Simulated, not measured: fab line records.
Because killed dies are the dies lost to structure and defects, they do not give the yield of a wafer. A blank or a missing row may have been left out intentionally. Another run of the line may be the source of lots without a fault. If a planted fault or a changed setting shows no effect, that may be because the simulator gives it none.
Which tool did it? | flow n5 finfet | 72 wafers from 24 lots sampled at 3 of the route's 1938 steps

WHAT EACH GAUGE READ, for each wafer
N5_WELL_APT_INSPECT_38: inspects for defects (darkfield). Usual: raw defect count at 14, with a standard deviation of 5.2.
lot  | measured    | on                | raw defect count | flag
L074 | day 1 17:08 | defect inspect-02 | 14 16 12         |
L075 | day 1 23:02 | defect inspect-02 | 18 21 18         |
L076 | day 2 04:58 | defect inspect-01 | 14 13 16         |
L077 | day 2 11:01 | defect inspect-02 | 13 14 20         |
L078 | day 2 16:57 | defect inspect-02 | 18 17 22         |
L079 | day 2 23:21 | defect inspect-02 | 8 20 10          |
L080 | day 3 05:13 | defect inspect-01 | 20 12 14         |
L081 | day 3 10:50 | defect inspect-01 | 6 6 7            |
L082 | day 3 16:53 | defect inspect-01 | 15 10 28         |
L083 | day 3 23:05 | defect inspect-02 | 13 17 18         |
L084 | day 4 05:18 | defect inspect-01 | 12 23 21         |
L085 | day 4 11:44 | defect inspect-02 | 19 23 14         |
L086 | day 4 17:41 | defect inspect-02 | 11 18 19         |
L087 | day 4 23:31 | defect inspect-01 | 10 11 10         |
L088 | day 5 05:32 | defect inspect-01 | 12 7 20          |
L089 | day 5 11:10 | defect inspect-02 | 13 17 10         |
L090 | day 5 16:55 | defect inspect-01 | 15 17 14         |
L091 | day 5 23:18 | defect inspect-02 | 14 14 7          |
L092 | day 6 04:51 | defect inspect-02 | 20 17 23         |
L093 | day 6 11:46 | defect inspect-02 | 6 10 3           |
L094 | day 6 17:56 | defect inspect-01 | 15 16 12         |
L095 | day 6 22:44 | defect inspect-01 | 8 12 9           |
L096 | day 7 05:23 | defect inspect-01 | 14 13 18         |
L097 | day 7 10:55 | defect inspect-02 | 14 19 10         |

N5_FIN_SAQP_THK_MEAS_05. Usual: thk nm at 37.9 nm, with a standard deviation of 0.45.
lot  | measured    | on            | thk nm (nm)    | flag
L074 | day 1 22:23 | film metro-01 | 38.0 38.3 38.3 |
L075 | day 2 04:00 | film metro-02 | 37.7 37.7 38.7 |
L076 | day 2 10:10 | film metro-01 | 37.7 38.0 38.6 |
L077 | day 2 15:30 | film metro-01 | 37.7 37.7 38.1 |
L078 | day 2 21:27 | film metro-01 | 37.3 37.5 38.0 |
L079 | day 3 03:49 | film metro-01 | 37.8 38.1 38.0 |
L080 | day 3 09:51 | film metro-01 | 38.3 37.9 38.6 |
L081 | day 3 15:32 | film metro-01 | 37.1 38.2 37.3 |
L082 | day 3 21:13 | film metro-02 | 38.0 37.4 39.0 |
L083 | day 4 03:29 | film metro-02 | 36.7 37.9 38.2 |
L084 | day 4 11:17 | film metro-01 | 37.3 38.1 38.1 |
L085 | day 4 18:31 | film metro-01 | 37.5 37.8 37.9 |
L086 | day 4 23:23 | film metro-01 | 37.6 37.8 38.0 |
L087 | day 5 04:54 | film metro-02 | 37.5 37.8 38.3 |
L088 | day 5 11:01 | film metro-01 | 37.7 38.0 37.7 |
L089 | day 5 16:43 | film metro-01 | 37.3 37.2 37.3 |
L090 | day 5 20:50 | film metro-01 | 37.5 37.4 38.0 |
L091 | day 6 04:25 | film metro-02 | 37.3 38.2 37.9 |
L092 | day 6 10:07 | film metro-01 | 37.8 37.6 38.0 |
L093 | day 6 16:47 | film metro-01 | 37.9 38.4 38.5 |
L094 | day 6 21:59 | film metro-02 | 37.6 38.1 37.8 |
L095 | day 7 03:05 | film metro-02 | 37.6 38.3 38.1 |
L096 | day 7 09:37 | film metro-01 | 38.3 38.4 38.5 |
L097 | day 7 15:10 | film metro-02 | 38.1 38.1 37.5 |

TOOL THAT RAN EACH LOT (tool first, then ch and the chambers of the sampled wafers, then the start)
lot  | N5_PMOS_HMC_CHANNEL_EPI_EPI_26
L074 | epi rpcvd-04 ch 0, day 1 21:00
L075 | epi rpcvd-04 ch 0, day 2 02:54
L076 | epi rpcvd-02 ch 0, day 2 08:31
L077 | epi rpcvd-04 ch 0, day 2 14:19
L078 | epi rpcvd-03 ch 0, day 2 20:02
L079 | epi rpcvd-02 ch 0, day 3 02:47
L080 | epi rpcvd-04 ch 0, day 3 08:41
L081 | epi rpcvd-04 ch 0, day 3 14:14
L082 | epi rpcvd-04 ch 0, day 3 20:12
L083 | epi rpcvd-03 ch 0, day 4 02:28
L084 | epi rpcvd-04 ch 0, day 4 09:09
L085 | epi rpcvd-04 ch 0, day 4 15:10
L086 | epi rpcvd-04 ch 0, day 4 21:13
L087 | epi rpcvd-03 ch 0, day 5 03:20
L088 | epi rpcvd-04 ch 0, day 5 09:44
L089 | epi rpcvd-03 ch 0, day 5 15:35
L090 | epi rpcvd-03 ch 0, day 5 19:50
L091 | epi rpcvd-04 ch 0, day 6 02:13
L092 | epi rpcvd-02 ch 0, day 6 08:29
L093 | epi rpcvd-03 ch 0, day 6 15:14
L094 | epi rpcvd-04 ch 0, day 6 20:50
L095 | epi rpcvd-03 ch 0, day 7 01:38
L096 | epi rpcvd-04 ch 0, day 7 08:18
L097 | epi rpcvd-03 ch 0, day 7 14:03
- N5_PMOS_HMC_CHANNEL_EPI_EPI_26: deposits Si from SiH4/H2, target thk 3.8 nm, time 22.7 s.

WHAT THE TOOLS THEMSELVES READ (means of the sampled wafers that have a number; where no wafer has one, the mark that the record gives instead)
N5_PMOS_HMC_CHANNEL_EPI_EPI_26. Usual: throttle valve pct at 11.2 %, with a standard deviation of 0.38.
lot  | tool         | throttle valve pct (%) | flag
L074 | epi rpcvd-04 | 11.0                   |
L075 | epi rpcvd-04 | 11.0                   |
L076 | epi rpcvd-02 | 10.4                   |
L077 | epi rpcvd-04 | 11.0                   |
L078 | epi rpcvd-03 | 11.6                   |
L079 | epi rpcvd-02 | 10.5                   |
L080 | epi rpcvd-04 | 11.2                   |
L081 | epi rpcvd-04 | 11.1                   |
L082 | epi rpcvd-04 | 10.9                   |
L083 | epi rpcvd-03 | 11.6                   |
L084 | epi rpcvd-04 | 11.1                   |
L085 | epi rpcvd-04 | 11.1                   |
L086 | epi rpcvd-04 | 11.1                   |
L087 | epi rpcvd-03 | 11.7                   |
L088 | epi rpcvd-04 | 11.2                   |
L089 | epi rpcvd-03 | 11.6                   |
L090 | epi rpcvd-03 | 11.7                   |
L091 | epi rpcvd-04 | 11.1                   |
L092 | epi rpcvd-02 | 10.6                   |
L093 | epi rpcvd-03 | 11.5                   |
L094 | epi rpcvd-04 | 11.1                   |
L095 | epi rpcvd-03 | 11.6                   |
L096 | epi rpcvd-04 | 11.2                   |
L097 | epi rpcvd-03 | 11.5                   |

THE ANSWER, worked out from the rows above alone
Rule: lot off if the mean of its wafers having a number is beyond 3 standard deviations from the usual mean. Also off: a lot with no number at a reading for which 4 or more lots have one. The other lots that the step has rows for count as sound. The gauges are gone through in route order, then the tools' own readings, and for those a lot's mean is taken as printed above. The first step at which some lot is off is used, and at that step the reading that is off furthest; a lot without a number counts as furthest.
No lot is off on any of the readings shown, so nothing can be concluded from this.

WHAT WAS PUT IN BY THE SIMULATOR
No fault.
